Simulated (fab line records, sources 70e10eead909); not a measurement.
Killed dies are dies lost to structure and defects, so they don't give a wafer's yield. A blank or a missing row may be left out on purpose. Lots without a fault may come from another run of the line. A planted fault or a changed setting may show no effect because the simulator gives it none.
Problem report in the 8D (eight disciplines) form, filled by code | flow nand_harc | the parts of the form that need people (team, actions taken, sign-off) are left out

1. THE PROBLEM
heater_power_total_W at NHARC_A_ZERO_WELL_SOFTBAKE_05 reads a mean of 206.9 W on 2 wafers of 2 lots; wafers without a fault read 201.1 W with a standard deviation of 1.3. That is +4.5 standard deviations from the usual mean.
The step: time 70 s.
First seen on wafer L974.5, day 10 01:00, on litho_track-02. The record holds 40 wafers of 14 lots with a number at this step. Rule for "out", or "out of limits": more than 4 standard deviations from the usual mean. The other wafers with a number count as sound.

2. WHAT IT IS AND WHAT IT IS NOT
question                    | is                   | is not
which readings at this step | heater_power_total_W | -
which lots                  | L974, L975           | L966, L967, L968, L970, L971, L981, L982, L985, L986, L987, L988, L989
which wafers of those lots  | L974.5, L975.5       | L975.2, L975.3
read on which tools         | litho_track-02       | litho_track-05, litho_track-07
when                        | from day 10 01:00    | up to then (15 sound wafers); but 23 sound wafers of L975, L981, L982, L985, L986, L987, L988, L989 came after

3. SUSPECTS, AND WHAT RULES EACH OUT
Counting: a tool at a process step up to the reading stays a suspect if it ran every lot that is out. Sound lots after the first of them don't rule it out here, since some wafers of a struck lot are sound.
- litho_track-02 at NHARC_A_ZERO_WELL_SOFTBAKE_05 (time 70 s): kept. It ran every lot that is out, first L974 (day 10 01:00); its last sound lot up to then is L971 (day 9 04:00). Its own readings are out on those wafers: heater_power_total_W.
Left after counting: litho_track-02 at NHARC_A_ZERO_WELL_SOFTBAKE_05.

4. THE CAUSE (what the simulator had put in)
Process parameter drift: litho_track-02, from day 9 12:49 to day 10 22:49, at NHARC_A_ZERO_WELL_SOFTBAKE_05. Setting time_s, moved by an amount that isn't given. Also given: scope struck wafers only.
Counting left only this tool.

5. THE CHAIN OF EFFECTS, in route order
Each row: a reading whose mean over the struck wafers that have a number lies more than 3 standard deviations from the usual. Only readings for which the record gives a usual standard deviation are gone through. hours: the time from each lot's start at the first step in this table that gives one to its start at this step, as a median over the lots. sigmas: the change in usual standard deviations.
hours | step                          | reading              | usual   | on struck wafers | change | sigmas
0     | NHARC_A_ZERO_WELL_SOFTBAKE_05 | heater_power_total_W | 201.1 W | 206.9            | +5.8   | +4.5
The process steps in it:
- NHARC_A_ZERO_WELL_SOFTBAKE_05: time 70 s.
Later measuring or inspecting steps at which every struck wafer that the step has a row for has a number for every such reading, and none has moved that far: NHARC_END_SORT_01.

6. WHAT WOULD HAVE CAUGHT IT SOONER
In this record the first reading out of limits was taken at day 10 01:00, 12 hours after the fault began at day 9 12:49.
